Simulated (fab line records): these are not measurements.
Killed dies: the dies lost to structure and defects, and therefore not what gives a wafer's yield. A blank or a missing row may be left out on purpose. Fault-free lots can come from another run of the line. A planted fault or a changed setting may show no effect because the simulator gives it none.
fab line records	flow nand-harc
record lots=14	wafers=42	last-day=33
route steps=1302 shown A_CONTACT@1003
lots untouched by any fault: they come from a run of this same line in which no faults occurred
start-h: hours from the record's first day to the start of the lot's first wafer shown	wait-h: time in hours since the lot's previous step	" identical to the entry in the row above	L1.1+2: one row covering several wafers at once	- no value present, or no start provided	* or withheld: withheld	< > ~ a bound
route shown NAME@n: NAME is a module with steps in the file, n the number in the route of the first one	usual: mean/standard deviation of fault-free wafers	same: alike in all rows	chamber/n: place in a boat	sites: per-site readings	_std_site: standard deviation of those values	_edge_site: outer sites' mean less inner sites'	radius-mm: how far each site lies from the wafer's centre	mask NAME#n: copy n	behind: the tool/chamber that last shaped the wafer	hold: what put the lot on hold/how long, in hours/how the hold closed	device: the n, p or np transistor that did not switch	end of line: at the end of the route, the tests of the same wafers	a step without rows: its recipe alone	killed: dies that structure and defects cost at the first sort, which is not the same as the wafer's yield	map: per-die view of a wafer (x killed, . not killed, _ where there is no die)
set.NAME: the setting the step ran with; set.NAME@STEP: the setting that earlier step ran with	model.NAME: the simulator's own value behind a step, which no gauge read
a sample of lots followed through the steps of the route, with each step as a table and each wafer as a row
services: a tool's chamber out of use, with start hour (start-h, from the record's first day; less than 0 if before it), hours out, and reason
## steps
# step NHARC_A_CONTACT_ETCH_50
# recipe target-depth-a=1210	time-s=60.5	cf4-flow-sccm=100	chf3-flow-sccm=30	ar-flow-sccm=0	rf-w=500	bias-w=200	chemistry=CF4/CHF3
# usual bias-w=200.0/0.56	chamber-pressure-mTorr=25.001/0.021	drypump-motor-current-A=5.5/0.38	oes-product-au=0.952/0.026	rf-vpp-V=369.2/1.3	run-length-s=81.6/0.43	showerhead-plenum-p-Torr=1.527/0.029	throttle-valve-pct=16.802/0.0088
# same time-s=60.5
lot.wafer	tool	chamber	start-h	wait-h	bias-w	chamber-pressure-mTorr	drypump-motor-current-A	oes-product-au	rf-hours-counter-h	rf-vpp-V	run-length-s	showerhead-plenum-p-Torr	throttle-valve-pct
L787.4	rie-diel-11	2	-	-	200.0	24.978	5.3	0.959	18	367.6	82.0	1.532	16.809
L787.3	"	1	"	"	200.2	24.998	5.8	0.982	17	369.3	82.2	1.538	16.808
L787.5	"	2	"	"	200.1	25.008	5.3	0.959	-	368.3	82.2	1.532	16.817
L789.4	rie-diel-08	1	-	-	199.9	25.002	5.6	0.923	38	369.7	80.8	1.557	16.815
L789.1	"	2	"	"	199.8	25.002	6.2	0.916	34	368.2	81.1	1.536	16.798
L789.5	"	0	"	"	199.8	25.013	5.4	0.925	-	368.8	81.8	1.554	16.809
L788.1	rie-diel-13	0	-	-	200.3	25.077	5.2	0.933	26	369.7	81.8	1.493	16.813
L788.3	"	1	"	"	200.5	24.969	5.2	0.943	24	370.9	80.9	1.565	16.794
L788.5	"	3	"	"	200.7	24.978	5.4	0.953	-	369.2	81.9	1.547	16.788
L790.1	rie-diel-13	2	-	-	198.9	25.040	6.2	0.992	31	367.8	81.9	1.484	16.811
L790.2	"	3	"	"	201.1	25.034	5.4	0.983	33	368.7	82.1	1.546	16.796
L790.5	"	1	"	"	199.9	24.996	5.2	0.961	-	367.8	81.0	1.564	16.809
L791.1	rie-diel-11	1	-	-	199.8	25.004	5.8	0.928	27	369.9	82.8	1.536	16.804
L791.2	"	2	"	"	199.7	24.991	5.3	0.916	30	367.9	82.0	1.528	16.809
L791.5	"	3	"	"	200.2	24.974	5.1	0.936	-	369.1	81.2	1.562	16.797
L793.4	rie-diel-11	1	-	-	199.9	25.014	5.8	0.921	38	370.8	82.1	1.533	16.798
L793.5	"	1	"	"	199.3	24.983	5.8	0.911	-	370.6	82.0	1.533	16.801
L793.6	"	2	"	"	199.7	24.984	5.3	0.925	-	370.2	82.5	1.526	16.798
L792.3	rie-diel-11	1	-	-	200.3	25.007	5.9	0.921	38	369.4	82.4	1.533	16.796
L792.1	"	3	"	"	198.9	25.019	5.1	0.936	45	371.0	82.0	1.558	16.799
L792.5	"	1	"	"	201.0	25.006	5.8	0.920	-	369.5	82.3	1.533	16.803
L796.3	rie-diel-13	3	-	-	199.5	25.006	5.3	0.925	6	370.1	81.8	1.544	16.792
L796.1	"	0	"	"	200.0	24.985	5.2	0.912	6	368.2	81.5	1.490	16.810
L796.6	"	0	"	"	200.3	25.004	5.2	0.922	-	369.1	81.9	1.490	16.809
L795.1	rie-diel-08	0	-	-	199.5	25.022	5.5	0.965	7	369.2	81.7	1.550	16.792
L795.2	"	2	"	"	199.9	24.998	6.2	0.963	8	370.0	81.2	1.533	16.805
L795.4	"	3	"	"	200.2	24.979	5.9	0.955	7	368.4	82.3	1.521	16.803
L804.3	rie-diel-13	0	-	-	199.7	25.006	5.2	0.961	23	369.2	81.8	1.486	16.811
L804.6	"	1	"	"	199.7	24.973	5.2	0.952	-	369.6	80.9	1.558	16.809
L804.5	"	2	"	"	199.8	24.972	6.2	0.990	-	369.1	81.6	1.478	16.792
L805.2	rie-diel-13	2	-	-	199.6	24.986	6.2	0.937	25	368.0	81.5	1.478	16.815
L805.4	"	3	"	"	200.1	25.013	5.3	0.922	26	370.3	82.0	1.539	16.813
L805.1	"	1	"	"	200.5	25.008	5.2	0.927	22	370.9	81.2	1.558	16.803
L806.4	rie-diel-11	3	-	-	200.5	25.008	5.1	0.928	22	369.7	81.9	1.546	16.825
L806.5	"	2	"	"	200.3	24.975	5.4	0.930	-	367.7	82.3	1.516	16.809
L806.6	"	3	"	"	201.2	25.004	5.1	0.929	-	369.9	81.5	1.546	16.789
L808.2	rie-diel-08	3	-	-	199.8	25.014	5.9	0.917	48	369.9	81.9	1.511	16.815
L808.1	"	0	"	"	199.6	25.006	5.5	0.901	49	369.4	81.7	1.540	16.798
L808.6	"	3	"	"	200.1	25.029	5.9	0.916	-	368.0	82.0	1.511	16.783
L810.3	rie-diel-13	2	-	-	199.8	25.010	6.2	0.977	3	367.1	81.4	1.476	16.811
L810.4	"	3	"	"	200.3	25.045	5.3	0.970	3	369.9	81.6	1.538	16.803
L810.1	"	0	"	"	199.9	24.986	5.2	0.968	3	368.1	81.7	1.484	16.802
# step NHARC_A_CONTACT_ETCH_123
# recipe source-w=withheld	pressure-mtorr=20	bias-v=400	time-s=490	target-depth-a=21100	ar-flow-sccm=withheld	c4f8-flow-sccm=11.5	o2-flow-sccm=7.2	chemistry=C4F8/O2/Ar
# usual chamber-pressure-mTorr=19.998/0.018	oes-air-line-au=1.002/0.021	run-length-s=521.4/0.49
# same time-s=490
lot.wafer	tool	chamber	start-h	wait-h	chamber-pressure-mTorr	oes-air-line-au	rf-hours-counter-h	run-length-s
L787.4	har-cap-etch-02	0	502.29	0.3	20.007	0.962	-	521.5
L787.3	"	1	"	"	19.993	1.021	-	520.5
L787.5	"	1	"	"	19.999	0.992	-	520.9
L789.1	har-cap-etch-03	1	503.59	0.1	20.020	0.980	42	522.3
L789.4	"	1	"	"	20.006	1.007	-	521.9
L789.5	"	1	"	"	19.998	0.957	-	522.1
L788.1	har-cap-etch-02	1	504.70	0.1	20.002	0.989	84	520.4
L788.3	"	1	"	"	20.005	1.006	-	520.7
L788.5	"	1	"	"	19.975	0.968	-	521.0
L790.2	har-cap-etch-01	0	519.53	0.1	19.975	0.988	2	521.9
L790.1	"	1	"	"	19.987	0.978	2	521.4
L790.5	"	1	"	"	20.006	0.988	-	521.4
L791.1	har-cap-etch-02	0	527.98	0.2	19.993	0.996	90	521.5
L791.2	"	1	"	"	19.990	0.985	90	521.1
L791.5	"	1	"	"	20.002	1.003	-	520.7
L793.4	har-cap-etch-01	1	548.35	0.3	19.994	0.990	-	521.0
L793.5	"	1	"	"	20.046	1.018	-	521.5
L793.6	"	0	"	"	19.989	1.008	-	521.8
L792.1	har-cap-etch-02	1	549.04	0.1	19.999	1.035	93	520.8
L792.3	"	1	"	"	20.019	1.010	-	520.6
L792.5	"	1	"	"	20.038	0.997	-	521.1
L796.1	har-cap-etch-01	0	581.76	0.1	19.981	0.989	11	521.8
L796.3	"	1	"	"	19.992	0.955	-	521.5
L796.6	"	0	"	"	20.003	1.027	-	522.3
L795.2	har-cap-etch-01	0	597.23	0.1	20.021	1.009	14	522.0
L795.1	"	1	"	"	19.996	0.999	14	521.1
L795.4	"	0	"	"	19.975	1.025	-	522.0
L804.3	har-cap-etch-03	0	677.89	0.3	19.982	1.041	-	521.0
L804.6	"	0	"	"	20.009	0.985	-	520.9
L804.5	"	1	"	"	19.977	0.999	-	521.8
L805.1	har-cap-etch-01	0	680.17	0.1	19.996	1.024	31	521.9
L805.2	"	1	"	"	19.994	0.971	31	521.1
L805.4	"	1	"	"	20.013	1.013	-	521.1
L806.4	har-cap-etch-01	1	688.27	0.3	20.009	1.024	-	521.0
L806.6	"	1	"	"	20.029	0.992	-	521.2
L806.5	"	0	"	"	19.999	1.010	-	522.0
L808.2	har-cap-etch-01	1	704.01	0.1	20.005	1.012	38	521.9
L808.1	"	0	"	"	19.963	0.999	38	521.9
L808.6	"	0	"	"	20.003	1.007	-	521.9
L810.1	har-cap-etch-02	1	724.19	0.2	19.992	1.019	122	520.8
L810.3	"	0	"	"	20.005	0.997	-	521.8
L810.4	"	1	"	"	20.011	1.008	-	520.6
# step NHARC_A_CONTACT_ETCH_90
# recipe target-depth-a=400	over-etch-frac=0.5	time-s=85.7	ion-energy-ev=120	ch3f-flow-sccm=50	o2-flow-sccm=30	ar-flow-sccm=200	rf-w=500	bias-w=100	chemistry=CH3F/O2
# usual bias-w=99.99/0.29	chamber-pressure-mTorr=25.001/0.023	drypump-motor-current-A=5.5/0.39	oes-product-au=0.97/0.036	rf-vpp-V=243.3/1.1	run-length-s=106.8/0.44	showerhead-plenum-p-Torr=2.38/0.047	throttle-valve-pct=20.664/0.0087
lot.wafer	tool	chamber	start-h	wait-h	bias-w	chamber-pressure-mTorr	drypump-motor-current-A	oes-product-au	rf-hours-counter-h	rf-vpp-V	run-length-s	showerhead-plenum-p-Torr	throttle-valve-pct
L787.3	rie-diel-13	2	503.11	0.7	100.29	25.003	6.2	0.99	28	242.8	107.0	2.32	20.654
L787.4	"	3	"	"	99.93	24.961	5.4	0.99	30	244.1	107.6	2.42	20.658
L787.5	"	1	"	"	100.18	25.016	5.2	0.98	-	243.7	106.4	2.44	20.667
L789.1	rie-diel-13	0	504.61	0.9	99.51	25.009	5.2	0.98	27	242.6	107.0	2.33	20.666
L789.4	"	2	"	"	100.13	24.986	6.2	1.00	28	242.0	107.1	2.32	20.662
L789.5	"	3	"	"	99.69	25.015	5.4	1.01	-	245.4	107.1	2.42	20.664
L788.1	rie-diel-11	0	505.68	0.9	99.66	25.009	5.7	0.98	21	245.2	106.3	2.44	20.661
L788.3	"	1	"	"	99.95	25.023	5.8	1.01	20	242.9	107.2	2.40	20.662
L788.5	"	1	"	"	99.89	24.974	5.8	1.00	-	244.6	107.6	2.40	20.677
L790.1	rie-diel-11	1	522.46	2.8	100.19	24.977	5.8	1.00	26	243.3	107.6	2.40	20.666
L790.2	"	2	"	"	100.41	25.008	5.4	0.98	30	242.9	107.3	2.39	20.657
L790.5	"	0	"	"	99.84	25.022	5.7	0.99	-	244.1	106.3	2.44	20.676
L791.2	rie-diel-13	2	529.13	0.9	99.88	24.997	6.2	1.01	0	242.7	106.5	2.32	20.649
L791.1	"	1	"	"	100.31	25.006	5.2	1.01	0	243.8	106.1	2.44	20.649
L791.5	"	3	"	"	99.61	24.998	5.4	1.00	-	242.4	107.2	2.41	20.667
L793.4	rie-diel-13	1	549.17	0.7	100.11	24.977	5.2	1.01	3	241.9	106.6	2.44	20.668
L793.5	"	0	"	"	99.69	24.998	5.2	0.98	-	243.0	107.1	2.33	20.663
L793.6	"	1	"	"	100.22	25.005	5.2	1.00	-	245.6	107.0	2.44	20.657
L792.1	rie-diel-13	2	550.02	0.9	100.11	24.989	6.2	1.01	3	242.9	107.2	2.31	20.655
L792.3	"	3	"	"	100.41	25.009	5.4	1.00	3	243.2	106.8	2.41	20.663
L792.5	"	2	"	"	99.78	24.968	6.2	1.02	-	243.2	106.8	2.31	20.668
L796.1	rie-diel-13	0	582.74	0.9	100.08	24.988	5.2	0.93	7	242.2	106.8	2.33	20.669
L796.3	"	1	"	"	100.25	25.014	5.2	0.92	6	244.8	106.1	2.44	20.669
L796.6	"	1	"	"	100.27	25.008	5.2	0.94	-	244.4	106.2	2.44	20.667
L795.1	rie-diel-11	3	598.29	0.9	99.96	25.014	5.1	0.93	67	245.7	106.6	2.43	20.664
L795.2	"	0	"	"	100.18	25.028	5.8	0.92	59	242.2	106.1	2.43	20.675
L795.4	"	2	"	"	99.77	25.046	5.4	0.92	61	244.2	107.2	2.38	20.683
L804.3	rie-diel-11	1	678.72	0.7	99.93	25.024	5.9	1.00	16	243.6	107.5	2.38	20.665
L804.6	"	3	"	"	100.00	25.023	5.1	1.01	-	243.8	106.4	2.42	20.671
L804.5	"	0	"	"	-	25.004	5.8	1.02	-	243.4	71.8	2.41	20.657
L805.2	rie-diel-11	1	681.15	0.8	100.29	25.032	5.8	1.00	16	245.5	107.3	2.38	20.681
L805.4	"	2	"	"	100.04	25.036	5.3	0.99	21	243.8	107.9	2.37	20.665
L805.1	"	0	"	"	-	24.975	5.7	1.00	22	244.7	72.5	2.42	20.663
L806.4	rie-diel-13	2	689.09	0.7	99.87	25.040	6.2	0.93	28	241.8	106.5	2.31	20.675
L806.5	"	1	"	"	100.66	24.986	5.2	0.93	-	244.4	106.4	2.43	20.650
L806.6	"	2	"	"	99.64	25.000	6.2	0.93	-	243.1	106.8	2.31	20.675
L808.1	rie-diel-08	0	704.99	0.8	99.52	24.968	5.4	0.91	52	244.9	106.6	2.40	20.656
L808.2	"	3	"	"	100.51	25.043	5.9	0.93	52	242.8	107.4	2.36	20.667
L808.6	"	1	"	"	99.53	24.992	5.6	0.93	-	243.6	106.2	2.41	20.654
L810.1	rie-diel-13	0	725.08	0.8	100.22	25.029	5.2	0.91	3	242.2	107.7	2.32	20.661
L810.4	"	1	"	"	100.19	25.021	5.2	0.93	4	242.2	106.1	2.43	20.674
L810.3	"	3	"	"	99.85	24.993	5.4	0.93	4	243.7	106.7	2.40	20.669
# step NHARC_A_CONTACT_ETCH_96
# recipe target-depth-a=200	over-etch-frac=0.5	time-s=10	ion-energy-ev=250	c4f6-flow-sccm=25	o2-flow-sccm=20	ar-flow-sccm=500	rf-w=600	bias-w=500	chemistry=C4F6/O2
# usual bias-w=500.0/1.4	c4f6-flow-sccm=25.00/0.072	chamber-pressure-mTorr=29.999/0.026	drypump-motor-current-A=5.5/0.38	oes-product-au=0.978/0.027	rf-vpp-V=544.5/1.7	run-length-s=30.9/0.32	showerhead-plenum-p-Torr=3.81/0.071	throttle-valve-pct=26.903/0.0097
# same time-s=10
lot.wafer	tool	chamber	start-h	wait-h	bias-w	c4f6-flow-sccm	chamber-pressure-mTorr	drypump-motor-current-A	oes-product-au	rf-hours-counter-h	rf-vpp-V	run-length-s	showerhead-plenum-p-Torr	throttle-valve-pct
L787.4	rie-diel-13	3	-	-	501.9	24.95	29.992	5.4	1.005	30	545.6	31.3	3.86	26.900
L787.3	"	1	"	"	500.1	25.00	30.007	5.2	0.995	25	546.6	30.4	3.90	26.915
L787.5	"	3	"	"	500.1	24.94	30.042	5.4	1.005	-	545.3	31.0	3.86	26.903
L789.1	rie-diel-13	2	-	-	499.3	25.00	29.973	6.2	1.003	28	544.2	31.0	3.71	26.894
L789.4	"	0	"	"	501.7	25.17	30.013	5.2	0.995	27	541.9	30.7	3.73	26.912
L789.5	"	2	"	"	499.5	24.92	30.022	6.2	1.000	-	543.0	31.4	3.71	26.911
L788.1	rie-diel-11	3	-	-	498.9	24.95	29.971	5.1	0.999	22	546.1	30.7	3.90	26.901
L788.3	"	1	"	"	498.1	25.21	30.044	5.8	0.998	20	544.5	31.6	3.84	26.886
L788.5	"	3	"	"	501.2	24.99	29.978	5.1	1.003	-	547.1	30.9	3.90	26.893
L790.2	rie-diel-11	0	-	-	497.8	25.07	30.054	5.7	0.990	28	546.9	30.8	3.89	26.909
L790.1	"	1	"	"	500.3	24.92	29.980	5.9	0.997	26	545.5	31.4	3.83	26.890
L790.5	"	2	"	"	499.6	24.94	29.996	5.4	0.995	-	545.9	31.3	3.82	26.919
L791.2	rie-diel-13	3	-	-	500.1	24.88	30.015	5.4	1.004	0	546.8	30.9	3.86	26.913
L791.1	"	2	"	"	500.0	25.03	30.001	6.3	1.020	0	541.5	30.9	3.71	26.913
L791.5	"	3	"	"	500.2	25.05	30.036	5.4	1.006	-	545.2	30.8	3.86	26.897
L793.4	rie-diel-13	3	-	-	498.6	25.01	29.981	5.4	1.009	3	547.5	30.8	3.86	26.890
L793.6	"	2	"	"	498.6	25.01	29.986	6.2	1.021	-	542.6	30.7	3.71	26.902
L793.5	"	3	"	"	498.0	25.05	30.016	5.4	1.009	-	545.3	31.3	3.86	26.914
L792.3	rie-diel-13	2	-	-	500.1	24.97	30.022	6.2	1.011	3	542.5	30.8	3.71	26.900
L792.1	"	3	"	"	498.9	24.97	29.987	5.4	0.996	3	544.8	31.1	3.86	26.886
L792.5	"	0	"	"	499.8	24.92	29.989	5.2	0.989	-	543.0	31.0	3.73	26.895
L796.3	rie-diel-13	2	-	-	500.3	24.94	30.023	6.2	0.971	7	541.1	31.2	3.70	26.911
L796.1	"	3	"	"	501.7	25.07	29.990	5.4	0.954	7	543.8	30.9	3.85	26.897
L796.6	"	1	"	"	500.2	25.03	30.018	5.2	0.958	-	546.0	30.5	3.90	26.888
L795.2	rie-diel-11	1	-	-	501.9	24.96	29.972	5.9	0.951	54	543.2	31.2	3.82	26.896
L795.1	"	3	"	"	497.7	25.01	29.980	5.1	0.983	67	545.6	30.8	3.87	26.910
L795.4	"	0	"	"	498.3	25.00	29.969	5.8	0.952	59	546.0	31.1	3.87	26.915
L804.3	rie-diel-11	1	-	-	500.4	24.98	29.997	5.8	1.015	16	546.3	31.4	3.81	26.905
L804.5	"	3	"	"	501.4	25.01	29.999	5.1	1.016	-	546.0	30.9	3.86	26.901
L804.6	"	0	"	"	499.2	24.96	30.045	5.7	1.019	-	545.0	30.8	3.86	26.912
L805.2	rie-diel-11	2	-	-	501.7	25.04	29.980	5.4	1.004	21	544.1	31.2	3.78	26.903
L805.1	"	3	"	"	497.7	24.85	30.026	5.1	1.011	21	545.0	30.8	3.86	26.901
L805.4	"	0	"	"	502.6	25.03	29.993	5.7	1.006	22	546.4	30.7	3.86	26.921
L806.4	rie-diel-13	1	-	-	502.9	24.98	30.046	5.2	0.954	25	546.4	30.3	3.88	26.913
L806.5	"	0	"	"	498.7	25.11	29.973	5.2	0.950	-	542.4	31.0	3.71	26.901
L806.6	"	1	"	"	504.2	24.97	29.960	5.2	0.953	-	543.7	30.7	3.88	26.908
L808.1	rie-diel-08	1	-	-	498.0	25.02	30.026	5.7	0.950	55	544.5	30.5	3.85	26.916
L808.2	"	3	"	"	498.4	25.04	29.995	5.9	0.930	52	544.2	31.1	3.77	26.905
L808.6	"	1	"	"	498.4	25.13	29.982	5.7	0.945	-	545.9	30.8	3.85	26.916
L810.4	rie-diel-13	1	-	-	498.7	25.03	29.987	5.2	0.967	4	545.3	30.7	3.88	26.900
L810.1	"	2	"	"	502.0	24.97	29.988	6.2	0.945	4	540.8	30.7	3.69	26.887
L810.3	"	3	"	"	501.5	25.05	29.981	5.4	0.947	4	545.6	30.9	3.84	26.912
## services
tool	chamber	start-h	hours	kind
har-cap-etch-01	-	489.04	0.7	repair
har-cap-etch-01	-	497.00	17.0	pm
rie-diel-13	0	499.06	-	clean
rie-diel-13	1	499.06	-	clean
rie-diel-13	2	499.06	-	clean
rie-diel-13	3	499.06	-	clean
har-cap-etch-02	-	506.84	0.2	repair
rie-diel-08	3	508.36	2.5	repair
rie-diel-13	-	519.60	9.0	pm
rie-diel-13	0	519.60	9.0	vent-cycle
rie-diel-13	1	519.60	9.0	vent-cycle
rie-diel-13	2	519.60	9.0	vent-cycle
rie-diel-13	3	519.60	9.0	vent-cycle
rie-diel-08	2	527.73	2.6	repair
rie-diel-13	0	528.60	-	clean
rie-diel-13	1	528.60	-	clean
har-cap-etch-01	-	542.03	0.5	repair
har-cap-etch-01	-	551.39	0.1	repair
rie-diel-08	-	553.42	9.0	pm
rie-diel-13	1	576.90	4.4	repair
rie-diel-11	-	609.66	9.0	pm
rie-diel-11	1	652.46	8.0	repair
rie-diel-08	0	676.51	5.7	repair
rie-diel-13	-	696.60	9.0	pm
## key
first-sign step=NHARC_A_CONTACT_ETCH_90	reading=run-length-s	direction=down	sigmas=78	usual=*	struck=*
effect none on later readings
met-at NHARC_A_CONTACT_ETCH_90
struck-lots L804,L805
struck-wafers L804.5,L805.1
later-rows-left-out L804.5,L805.1
sort-left-out L804.5,L805.1
tester-left-out L804,L805
not-acting-at NHARC_A_CONTACT_ETCH_50,NHARC_A_CONTACT_ETCH_123,NHARC_A_CONTACT_ETCH_96
onset-between 598.29 678.72
fault kind=process-parameter-drift	tool=rie-diel-11	chamber=0	onset-h=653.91	steps=NHARC_A_CONTACT_ETCH_90	channel=time-s	offset=*	shape=step	end-h=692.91	acts-in=*	stated=*
# tester-left-out: of these lots the tester's yield and bins aren't shown, on N5 and GAA mostly nor the transistor test; their killed dies are dies lost to structure and defects alone, not to doping, threshold or leakage, so they don't give the yield
# sort-left-out: the simulated sort isn't trusted on such a fault, so these wafers' sort isn't shown, and their yield isn't known
# later-rows-left-out: the simulator's readings of these wafers behind a module that went badly wrong aren't trusted and aren't shown, but for the sort
